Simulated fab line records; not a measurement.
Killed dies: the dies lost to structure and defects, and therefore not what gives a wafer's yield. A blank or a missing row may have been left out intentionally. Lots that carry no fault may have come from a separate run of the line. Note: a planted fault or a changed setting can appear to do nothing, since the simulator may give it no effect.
Which tool is to blame?	flow n5_finfet	36 wafers from 12 lots sampled at 2 of the route's 1938 steps

== WHAT THE GAUGES SHOWED, per wafer ==
N5_BEOL_M15_CD_MEAS_10: the cd target is 360 nm. Usual: cd_nm reads 361.0 nm (standard deviation 1.5).
lot	measured	on	cd_nm (nm)	flag
L758	day 11 06:20	cd_sem-02	364.1 361.0 361.4	
L759	day 11 19:58	cd_sem-02	362.3 362.2 363.4	
L760	day 11 21:04	cd_sem-02	362.9 362.1 364.1	
L762	day 12 11:04	cd_sem-01	360.6 359.9 360.0	
L763	day 12 13:51	cd_sem-02	363.4 364.4 364.2	
L764	day 13 03:48	cd_sem-01	361.5 362.1 362.4	
L765	day 13 13:32	cd_sem-03	363.1 361.8 361.1	
L768	day 14 08:22	cd_sem-02	359.3 360.5 359.4	
L770	day 14 19:43	cd_sem-03	358.7 360.3 359.1	
L773	day 15 05:41	cd_sem-02	361.9 361.2 360.4	
L779	day 17 07:51	cd_sem-03	359.6 358.2 358.3	
L780	day 17 11:36	cd_sem-03	360.9 360.4 361.1	

== WHAT TOOL EACH LOT RAN ON (gives the tool, then ch and the chambers of the sampled wafers, and finally the start) ==
lot	N5_BEOL_M12_PRE_CLEAN_42
L758	pvd_sputter-03, day 10 14:14
L759	pvd_sputter-02, day 10 20:38
L760	pvd_sputter-02, day 11 04:34
L762	pvd_sputter-02, day 11 18:28
L763	pvd_sputter-02, day 12 00:23
L764	pvd_sputter-03, day 12 16:35
L765	pvd_sputter-02, day 13 00:22
L768	pvd_sputter-02, day 13 19:02
L770	pvd_sputter-02, day 14 06:45
L773	pvd_sputter-02, day 14 14:11
L779	pvd_sputter-01, day 16 13:51
L780	pvd_sputter-03, day 16 22:45
- N5_BEOL_M12_PRE_CLEAN_42: time 30 s.

== AS READ BY THE TOOLS THEMSELVES (means over the sampled wafers that have a number; for cases with no such wafer, the mark the record gives instead) ==
N5_BEOL_M12_PRE_CLEAN_42. Usual: heater_power_w reads 337 W (standard deviation 33).
lot	tool	heater_power_w (W)	flag
L758	pvd_sputter-03	380	
L759	pvd_sputter-02	331	
L760	pvd_sputter-02	326	
L762	pvd_sputter-02	323	
L763	pvd_sputter-02	319	
L764	pvd_sputter-03	374	
L765	pvd_sputter-02	337	
L768	pvd_sputter-02	338	
L770	pvd_sputter-02	319	
L773	pvd_sputter-02	313	
L779	pvd_sputter-01	320	
L780	pvd_sputter-03	359	

== THE ANSWER, worked out from the rows above alone ==
Rule: take the mean of a lot's wafers that have a number; if it is more than 3 standard deviations from the usual mean, the lot is off. Also off: a lot with no number at a reading for which 4 or more lots have one. The other lots that the step has rows for count as sound. After the gauges, taken in route order, come the tools' own readings; for these a lot's mean is taken, as printed above. The first step at which some lot is off is used, and at that step the reading that is off furthest; a lot without a number counts as furthest.
Across all readings shown, no lot is off: no conclusion can be drawn from this.

== WHAT THE SIMULATOR PUT IN ==
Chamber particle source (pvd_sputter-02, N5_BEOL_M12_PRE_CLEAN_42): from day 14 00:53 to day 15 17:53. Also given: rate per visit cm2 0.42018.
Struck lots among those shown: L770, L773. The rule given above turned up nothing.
